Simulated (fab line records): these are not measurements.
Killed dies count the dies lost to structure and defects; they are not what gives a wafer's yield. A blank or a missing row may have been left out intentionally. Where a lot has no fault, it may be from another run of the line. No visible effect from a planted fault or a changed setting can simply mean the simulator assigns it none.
Lot-split experiment / flow n5Finfet / 7 lots, 21 wafers read, on a route of 1938 steps

## ON THE SPLIT
At N5_BEOL_M0_SAQP_EXPOSE_11 (exposes mask M0 CORE, target cd 42 nm), the setting doseMj was moved away from the recipe's 55 on 6 of the 21 wafers read, by -6.7% to +7.3%. All remaining wafers had this setting at the recipe value.

## FROM THE SPLIT TO THE READING: what the file shows between them, 2 steps
- N5_BEOL_M0_SAQP_PEB_12: peb time 60 s
- N5_BEOL_M0_SAQP_DEVELOP_13: develop time 30 s

## THE READING
cdNm at N5_BEOL_M0_SAQP_CD_MEAS_14, given in nm (cd target 42.5 nm). A value of 42.5 nm with a standard deviation of 0.38 nm is what fault-free wafers of this fab line usually give.

wafer=L076.2; tool, chamber at the split=arfiScanner-03, 0; doseMj as run=55; against the recipe=recipe; cdNm, nm=43.4; against lot-mates on the recipe=-
wafer=L076.4; tool, chamber at the split=arfiScanner-03, 0; doseMj as run=55; against the recipe=recipe; cdNm, nm=43.7; against lot-mates on the recipe=-
wafer=L076.6; tool, chamber at the split=arfiScanner-03, 0; doseMj as run=55; against the recipe=recipe; cdNm, nm=42.6; against lot-mates on the recipe=-
wafer=L077.1; tool, chamber at the split=arfiScanner-02, 0; doseMj as run=55; against the recipe=recipe; cdNm, nm=43.0; against lot-mates on the recipe=-
wafer=L077.2; tool, chamber at the split=arfiScanner-02, 0; doseMj as run=55; against the recipe=recipe; cdNm, nm=42.1; against lot-mates on the recipe=-
wafer=L077.3; tool, chamber at the split=arfiScanner-02, 0; doseMj as run=55; against the recipe=recipe; cdNm, nm=42.3; against lot-mates on the recipe=-
wafer=L080.2; tool, chamber at the split=arfiScanner-01, 0; doseMj as run=55; against the recipe=recipe; cdNm, nm=42.7; against lot-mates on the recipe=-
wafer=L080.4; tool, chamber at the split=arfiScanner-01, 0; doseMj as run=55; against the recipe=recipe; cdNm, nm=43.3; against lot-mates on the recipe=-
wafer=L080.5; tool, chamber at the split=arfiScanner-01, 0; doseMj as run=55; against the recipe=recipe; cdNm, nm=42.2; against lot-mates on the recipe=-
wafer=L090.3; tool, chamber at the split=arfiScanner-01, 0; doseMj as run=55; against the recipe=recipe; cdNm, nm=42.5; against lot-mates on the recipe=-
wafer=L090.4; tool, chamber at the split=arfiScanner-01, 0; doseMj as run=55; against the recipe=recipe; cdNm, nm=42.5; against lot-mates on the recipe=-
wafer=L090.6; tool, chamber at the split=arfiScanner-01, 0; doseMj as run=51.35; against the recipe=-6.6%; cdNm, nm=44.7; against lot-mates on the recipe=+2.2
wafer=L093.1; tool, chamber at the split=arfiScanner-03, 0; doseMj as run=55; against the recipe=recipe; cdNm, nm=42.4; against lot-mates on the recipe=-
wafer=L093.4; tool, chamber at the split=arfiScanner-03, 0; doseMj as run=53.62; against the recipe=-2.5%; cdNm, nm=43.9; against lot-mates on the recipe=+1.2
wafer=L093.5; tool, chamber at the split=arfiScanner-03, 0; doseMj as run=55; against the recipe=recipe; cdNm, nm=43.0; against lot-mates on the recipe=-
wafer=L094.1; tool, chamber at the split=arfiScanner-03, 0; doseMj as run=59.04; against the recipe=+7.3%; cdNm, nm=41.0; against lot-mates on the recipe=-1.3
wafer=L094.3; tool, chamber at the split=arfiScanner-03, 0; doseMj as run=55; against the recipe=recipe; cdNm, nm=42.3; against lot-mates on the recipe=-
wafer=L094.5; tool, chamber at the split=arfiScanner-03, 0; doseMj as run=59.04; against the recipe=+7.3%; cdNm, nm=40.6; against lot-mates on the recipe=-1.7
wafer=L097.2; tool, chamber at the split=arfiScanner-03, 0; doseMj as run=55; against the recipe=recipe; cdNm, nm=42.6; against lot-mates on the recipe=-
wafer=L097.3; tool, chamber at the split=arfiScanner-03, 0; doseMj as run=51.32; against the recipe=-6.7%; cdNm, nm=44.7; against lot-mates on the recipe=+2.1
wafer=L097.4; tool, chamber at the split=arfiScanner-03, 0; doseMj as run=51.32; against the recipe=-6.7%; cdNm, nm=44.4; against lot-mates on the recipe=+1.8

THE FIT
A straight line over all 21 wafers: cdNm changes by -0.277 nm for each +1% of doseMj; r = -0.92; the points scatter about the line by 0.43 nm.
The same after taking each lot's own level away (the mean of its wafers on the recipe; 21 wafers): -0.262 nm for each +1%; r = -0.93; scatter 0.38 nm.
The reading moves by 1.9 nm for the largest change in doseMj, on that fit.
The lots' own levels span 42.30 to 43.23 nm, that is 2.5 times the standard deviation above.
The two slopes are in agreement: the lot-to-lot level therefore moves the slope only a little.
Check: for one of the wafers moved furthest among these (+7.3%), held out of the fit, the line's prediction against its lot-mates is -2.03 nm. Against them it came out at -1.3 nm.

## THE OTHER SPLITS THESE WAFERS WENT THROUGH
Note: prior to the reading, these wafers also went through further splits. Each is held against what the fit with the lots' levels taken away leaves over:
other split on the same wafers=N5_GATE_CUT_EXPOSE_10 doseMj; wafers away from the commonest value=10; r with cdNm (lot level and that fit taken away)=-0.07
other split on the same wafers=N5_GATE_CUT_DESCUM_18 timeS; wafers away from the commonest value=6; r with cdNm (lot level and that fit taken away)=+0.24
other split on the same wafers=N5_GATE_CUT_CUT_ETCH_54 biasW; wafers away from the commonest value=9; r with cdNm (lot level and that fit taken away)=-0.09
other split on the same wafers=N5_MOL_CONTACT_COAG_PECVD_31 tempC; wafers away from the commonest value=10; r with cdNm (lot level and that fit taken away)=-0.06

## THE FILE'S OWN FIT
cdNm changes by -0.281 nm for each +1% of doseMj, r = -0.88.
